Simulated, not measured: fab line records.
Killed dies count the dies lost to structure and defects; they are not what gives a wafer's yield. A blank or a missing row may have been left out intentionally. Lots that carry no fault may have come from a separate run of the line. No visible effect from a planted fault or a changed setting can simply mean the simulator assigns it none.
Which tool did it? + flow n5Finfet + 9 lots with 27 wafers sampled at 6 steps, on a route of 1938 steps

WHAT THE GAUGES SHOWED, per wafer
N5_WELL_APT_CD_MEAS_08: target cd 200 nm. Usual: cdNm at 200.2 nm, with a standard deviation of 1.3.
| lot  | measured    | on       | cdNm (nm)         | flag |
|------|-------------|----------|-------------------|------|
| L971 | day 1 20:09 | cdSem-03 | 201.8 199.7 201.3 |      |
| L975 | day 2 19:43 | cdSem-03 | 198.2 198.3 198.0 |      |
| L977 | day 3 07:43 | cdSem-03 | 203.7 202.9 200.7 |      |
| L980 | day 4 01:50 | cdSem-03 | 200.5 201.7 200.4 |      |
| L981 | day 4 07:49 | cdSem-02 | 198.9 200.9 198.8 |      |
| L982 | day 4 13:39 | cdSem-03 | 202.2 202.0 199.7 |      |
| L991 | day 6 19:35 | cdSem-02 | 197.5 199.2 198.7 |      |
| L992 | day 7 01:40 | cdSem-03 | 200.9 200.2 200.0 |      |
| L993 | day 7 07:37 | cdSem-01 | 200.8 198.9 200.8 |      |

N5_WELL_APT_INSPECT_38: inspects for defects (darkfield). Usual: rawDefectCount at 13, with a standard deviation of 5.2.
| lot  | measured    | on               | rawDefectCount | flag |
|------|-------------|------------------|----------------|------|
| L971 | day 1 23:08 | defectInspect-01 | 15 17 20       |      |
| L975 | day 2 22:37 | defectInspect-02 | 7 13 14        |      |
| L977 | day 3 10:53 | defectInspect-02 | 13 9 8         |      |
| L980 | day 4 05:19 | defectInspect-02 | 15 14 10       |      |
| L981 | day 4 11:04 | defectInspect-01 | 13 31 15       |      |
| L982 | day 4 17:05 | defectInspect-01 | 13 17 6        |      |
| L991 | day 6 23:25 | defectInspect-01 | 11 8 13        |      |
| L992 | day 7 04:58 | defectInspect-01 | 13 9 11        |      |
| L993 | day 7 10:52 | defectInspect-01 | 6 11 4         |      |

N5_PMOS_HMC_CHANNEL_EPI_CD_MEAS_09: target cd 237.4 nm. Usual: cdNm at 237.3 nm, with a standard deviation of 0.87.
| lot  | measured    | on       | cdNm (nm)         | flag |
|------|-------------|----------|-------------------|------|
| L971 | day 1 23:35 | cdSem-03 | 237.0 237.1 239.3 |      |
| L975 | day 2 23:03 | cdSem-03 | 238.2 237.7 237.8 |      |
| L977 | day 3 11:20 | cdSem-01 | 236.6 236.6 236.1 |      |
| L980 | day 4 05:38 | cdSem-01 | 239.1 237.7 237.9 |      |
| L981 | day 4 11:34 | cdSem-01 | 237.1 236.6 238.1 |      |
| L982 | day 4 17:32 | cdSem-01 | 237.2 237.3 237.5 |      |
| L991 | day 6 23:52 | cdSem-01 | 236.4 238.7 237.9 |      |
| L992 | day 7 05:26 | cdSem-01 | 236.8 236.8 236.7 |      |
| L993 | day 7 11:12 | cdSem-02 | 235.6 236.5 236.4 |      |

N5_BEOL_M4_RC_MEAS_101. Usual: DIBL_N 36.0 mV/V, standard deviation 1.4; DIBL_P 36.1 mV/V, standard deviation 1.4; IOFF_N 0.153 nA/um, standard deviation 0.02; IOFF_P 0.211 nA/um, standard deviation 0.026; ION_N 673 uA/um, standard deviation 8.7; ION_P 463 uA/um, standard deviation 6.7; SS_N 71.5 mV/dec, standard deviation 0.5; SS_P 73.3 mV/dec, standard deviation 0.54; VT_N 250.1 mV, standard deviation 2.4; VT_P -250.2 mV, standard deviation 2.9.
| lot  | measured     | on        | DIBL_N (mV/V)  | DIBL_P (mV/V)  | IOFF_N (nA/um)    | IOFF_P (nA/um)    | ION_N (uA/um) | ION_P (uA/um) | SS_N (mV/dec)  | SS_P (mV/dec)  | VT_N (mV)         | VT_P (mV)            | flag |
|------|--------------|-----------|----------------|----------------|-------------------|-------------------|---------------|---------------|----------------|----------------|-------------------|----------------------|------|
| L971 | day 8 12:46  | prober-01 | 36.9 34.7 35.8 | 35.7 33.8 34.9 | 0.169 0.130 0.143 | 0.195 0.173 0.187 | 674 668 673   | 459 460 456   | 72.0 71.6 71.6 | 73.6 72.5 73.9 | 250.0 255.9 253.5 | -252.6 -253.0 -253.9 |      |
| L975 | day 9 21:12  | prober-02 | 39.5 38.2 39.3 | 39.0 37.3 38.9 | 0.195 0.171 0.192 | 0.247 0.214 0.249 | 684 676 687   | 470 467 472   | 71.6 71.2 71.3 | 74.6 73.8 74.3 | 245.6 248.8 249.0 | -248.0 -250.4 -251.1 |      |
| L977 | day 10 14:56 | prober-01 | 34.6 34.5 35.4 | 35.6 34.9 36.6 | 0.142 0.141 0.153 | 0.207 0.189 0.216 | 669 669 672   | 465 454 465   | 71.8 71.3 71.6 | 73.1 73.5 73.7 | 251.7 252.4 249.5 | -248.8 -252.2 -251.7 |      |
| L982 | day 12 08:43 | prober-02 | 38.4 35.7 36.0 | 39.0 35.6 36.5 | 0.212 0.159 0.156 | 0.271 0.207 0.224 | 686 677 678   | 470 466 462   | 73.1 71.9 71.1 | 74.2 72.5 73.5 | 245.6 247.4 248.3 | -246.8 -251.6 -248.4 |      |
| L991 | day 15 11:11 | prober-02 | 34.5 33.6 34.5 | 36.3 33.6 35.7 | 0.150 0.121 0.142 | 0.208 0.162 0.187 | 664 659 665   | 459 449 454   | 70.8 70.5 70.2 | 73.9 73.1 72.9 | 246.7 250.9 249.3 | -250.5 -253.8 -254.0 |      |
| L992 | day 13 19:11 | prober-01 | 35.5 35.1 36.6 | 34.3 34.3 35.9 | 0.139 0.139 0.153 | 0.185 0.189 0.216 | 659 669 662   | 456 459 462   | 71.2 71.4 71.1 | 72.3 72.9 72.4 | 250.1 253.1 252.1 | -250.4 -250.0 -251.4 |      |
| L993 | day 14 15:33 | prober-01 | 34.3 33.8 34.8 | 36.0 35.2 36.4 | 0.141 0.135 0.147 | 0.198 0.188 0.205 | 673 665 668   | 466 460 463   | 71.7 71.2 71.6 | 73.2 73.0 73.7 | 251.4 251.8 250.1 | -252.4 -251.7 -252.6 |      |

WHICH TOOL RAN EACH LOT (tool, then ch and the chambers of the sampled wafers, then the start)
| lot  | N5_PMOS_HMC_CHANNEL_EPI_HM_DEP_34 | N5_PMOS_HMC_CHANNEL_EPI_FIN_RECESS_16 |
|------|-----------------------------------|---------------------------------------|
| L971 | pecvd-01 ch 1,2, day 1 23:11      | rieSi-03 ch 0,2, day 2 00:08          |
| L975 | pecvd-02 ch 1,2, day 2 22:39      | rieSi-02 ch 0,2,3, day 2 23:35        |
| L977 | pecvd-01 ch 0,1, day 3 10:55      | rieSi-03 ch 1,2,3, day 3 12:04        |
| L980 | pecvd-01 ch 0,2, day 4 05:21      | rieSi-04 ch 0,1,3, day 4 06:11        |
| L981 | pecvd-02 ch 1, day 4 11:07        | rieSi-04 ch 0,2, day 4 12:07          |
| L982 | pecvd-01 ch 0,2, day 4 17:08      | rieSi-02 ch 1,2,3, day 4 18:13        |
| L991 | pecvd-01 ch 0,2, day 6 23:28      | rieSi-04 ch 1,3, day 7 01:04          |
| L992 | pecvd-02 ch 1,2, day 7 05:01      | rieSi-04 ch 1,3, day 7 06:01          |
| L993 | pecvd-01 ch 0,1, day 7 10:55      | rieSi-02 ch 0,2,3, day 7 11:45        |
- N5_PMOS_HMC_CHANNEL_EPI_HM_DEP_34: deposits SiO2 from TEOS/O2, target thk 36 nm, time 6.9 s.
- N5_PMOS_HMC_CHANNEL_EPI_FIN_RECESS_16: chemistry HBr/Cl2, target Si, target depth 54 nm, time 18 s.

AS READ BY THE TOOLS THEMSELVES (means over the sampled wafers that have a number; for cases with no such wafer, the mark the record gives instead)
N5_PMOS_HMC_CHANNEL_EPI_HM_DEP_34. Usual: chamberPressureTorr 6.501 Torr, standard deviation 0.015; heaterPowerOuterW 367 W, standard deviation 70; heaterPowerW 636 W, standard deviation 97; showerheadPlenumPTorr 8.34 Torr, standard deviation 0.06; throttleValvePct 19.1 %, standard deviation 0.91.
| lot  | tool     | chamberPressureTorr (Torr) | heaterPowerOuterW (W) | heaterPowerW (W) | showerheadPlenumPTorr (Torr) | throttleValvePct (%) | flag |
|------|----------|----------------------------|-----------------------|------------------|------------------------------|----------------------|------|
| L971 | pecvd-01 | 6.509                      | 388                   | 702              | 8.34                         | 17.8                 |      |
| L975 | pecvd-02 | 6.498                      | 429                   | 710              | 8.38                         | 19.5                 |      |
| L977 | pecvd-01 | 6.512                      | 343                   | 599              | 8.29                         | 19.9                 |      |
| L980 | pecvd-01 | -                          | -                     | -                | -                            | -                    | OFF  |
| L981 | pecvd-02 | -                          | -                     | -                | -                            | -                    | OFF  |
| L982 | pecvd-01 | 6.498                      | 280                   | 537              | 8.27                         | 18.5                 |      |
| L991 | pecvd-01 | 6.504                      | 320                   | 572              | 8.24                         | 19.4                 |      |
| L992 | pecvd-02 | 6.479                      | 449                   | 737              | 8.38                         | 19.7                 |      |
| L993 | pecvd-01 | 6.487                      | 279                   | 529              | 8.29                         | 20.1                 |      |

N5_PMOS_HMC_CHANNEL_EPI_FIN_RECESS_16. Usual: biasW 75.01 W, standard deviation 0.19; drypumpMotorCurrentA 5.6 A, standard deviation 0.45; oesProductAu 1.001 a.u., standard deviation 0.014; throttleValvePct 35.35 %, standard deviation 0.27.
| lot  | tool     | biasW (W) | drypumpMotorCurrentA (A) | oesProductAu (a.u.) | throttleValvePct (%) | flag |
|------|----------|-----------|--------------------------|---------------------|----------------------|------|
| L971 | rieSi-03 | 75.15     | 5.9                      | 0.990               | 35.34                |      |
| L975 | rieSi-02 | 75.08     | 5.8                      | 0.986               | 35.59                |      |
| L977 | rieSi-03 | 75.13     | 5.6                      | 0.998               | 35.03                |      |
| L980 | rieSi-04 | 74.98     | 5.6                      | 1.846               | 34.17                | OFF  |
| L981 | rieSi-04 | 74.81     | 5.5                      | 1.867               | 33.89                | OFF  |
| L982 | rieSi-02 | 74.89     | 6.2                      | 0.990               | 35.57                |      |
| L991 | rieSi-04 | 74.90     | 5.5                      | 0.996               | 35.51                |      |
| L992 | rieSi-04 | 74.94     | 5.5                      | 1.002               | 35.51                |      |
| L993 | rieSi-02 | 75.01     | 5.8                      | 0.992               | 35.59                |      |

THE ANSWER, worked out from the rows above alone
Rule: a lot counts as off when the mean over its wafers that have a number is more than 3 standard deviations away from the usual mean. A lot without any number at a reading at which 4 lots or more have one is off too. Where the step has rows for the other lots, those lots are counted as sound. Order of review: gauges by route order, followed by the tools' own readings, for which a lot's mean as printed above is used. The first step at which some lot is off is used, and at that step the reading that is off furthest; a lot without a number counts as furthest.
Off at N5_PMOS_HMC_CHANNEL_EPI_HM_DEP_34 (chamberPressureTorr): L980, L981. Without a number there: L980, L981.
A tool fits if, at that step or a process step before it, it ran every lot that is off, and no sound lot after the first of them. No candidate that was tried fits.

WHAT THE SIMULATOR PUT IN
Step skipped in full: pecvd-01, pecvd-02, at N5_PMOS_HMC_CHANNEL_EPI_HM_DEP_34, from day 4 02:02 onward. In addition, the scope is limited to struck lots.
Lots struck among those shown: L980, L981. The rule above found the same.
